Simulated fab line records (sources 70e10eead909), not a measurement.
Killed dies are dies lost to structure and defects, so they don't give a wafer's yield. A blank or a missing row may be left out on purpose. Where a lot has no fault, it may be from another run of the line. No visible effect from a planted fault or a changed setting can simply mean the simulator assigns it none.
Struck lot and sound lot, side by side || flow nand harc || 14 steps out of a route of 1302
Sound: the wafers L675.3, L675.4, L675.6. Struck: wafer L666.3 (L666.2, L666.4, from the same lot, were not struck and are left out); the cause is given at the end.
Per side, at each step with rows, come the tool, then ch with its chambers, and then its first start. Under that, the readings that differ: sound wafers || struck wafers || difference of the means || sigmas: that difference in standard deviations of wafers without a fault.
alike: same words and numbers on both sides, and readings whose means sit less than 2 such deviations apart. not compared: any withheld reading, any reading some wafer has no value for, any bound like >300 that may hide the same value, and any number with overlapping values for which the record gives no deviation.
The two part at a step that has a row with sigmas, a row that says differs or no value, or rows on one side only. When numbers do not overlap yet have no deviation, they are printed without sigmas and do not part them. Lack of a reading on every wafer of one side parts them only where that side has two or more wafers.

first, 2 steps without rows for these wafers: NHARC_A_SOURCE_PLATE_SRD_01; NHARC_A_SOURCE_PLATE_OXIDE_02 (material SiO2, target thk 10 nm, ox time 1362 s).
NHARC_A_SOURCE_PLATE_THK_MEAS_09: measures by ellipsometry.
  struck on film metro-02, day 11 01:41; sound on film metro-02, day 14 14:50
  alike: thk nm
then, 3 steps without rows for these wafers: NHARC_A_SOURCE_PLATE_PVD_04 (deposits WSi2, target thk 50 nm); NHARC_A_SOURCE_PLATE_CVD_03 (deposits poly-Si, target thk 200 nm, time 4000 s); NHARC_A_SOURCE_PLATE_ANNEAL_05 (time 1800 s).
NHARC_A_SOURCE_PLATE_THK_MEAS_06: measures by ellipsometry.
  struck on film metro-02, day 11 14:08; sound on film metro-02, day 15 03:34
  alike: thk nm
NHARC_A_SOURCE_PLATE_INSPECT_08:
  struck on defect inspect-02, day 11 14:13; sound on defect inspect-02, day 15 03:38
  alike: raw defect count
then NHARC_A_ONON_D1_DEP_00 (target thk 1000 nm), 1 step lacking rows for these wafers.
NHARC_A_ONON_D1_THK_MEAS_02: measures by ellipsometry.
  struck on film metro-01, day 11 14:47; sound on film metro-02, day 15 04:13
{"reading": "thk nm (nm)", "sound": "990 991 990", "struck": 1015, "difference": "+25", "sigmas": "+2"}
NHARC_A_ONON_D1_DEP_03: target thk 1000 nm.
  sound on pecvd onon-03 ch 0, day 15 04:23; struck on pecvd onon-02 ch 0, day 11 14:54
NHARC_A_ONON_D1_THK_MEAS_05: measures by ellipsometry.
  struck on film metro-02, day 11 15:22; sound on film metro-01, day 15 04:46
{"reading": "thk nm (nm)", "sound": "1003 1004 1006", "struck": 1367, "difference": "+363", "sigmas": "+44"}
then NHARC_A_ONON_D1_DEP_06 (target thk 1000 nm), 1 step lacking rows for these wafers.
-- jump in the record: it breaks off in module A_ONON_D1 and resumes in module END (first step shown: number 1302 of the route), and 17 days separate the struck wafers' starts before and after --
NHARC_END_SORT_01:
  the record has rows for the struck wafers here (prober-02 ch 0, day 28 13:22) and none for the sound ones

WHERE THEY PART
Last at NHARC_END_SORT_01 as far as this record goes, first at NHARC_A_ONON_D1_THK_MEAS_02.

WHY: whatever the simulator had introduced
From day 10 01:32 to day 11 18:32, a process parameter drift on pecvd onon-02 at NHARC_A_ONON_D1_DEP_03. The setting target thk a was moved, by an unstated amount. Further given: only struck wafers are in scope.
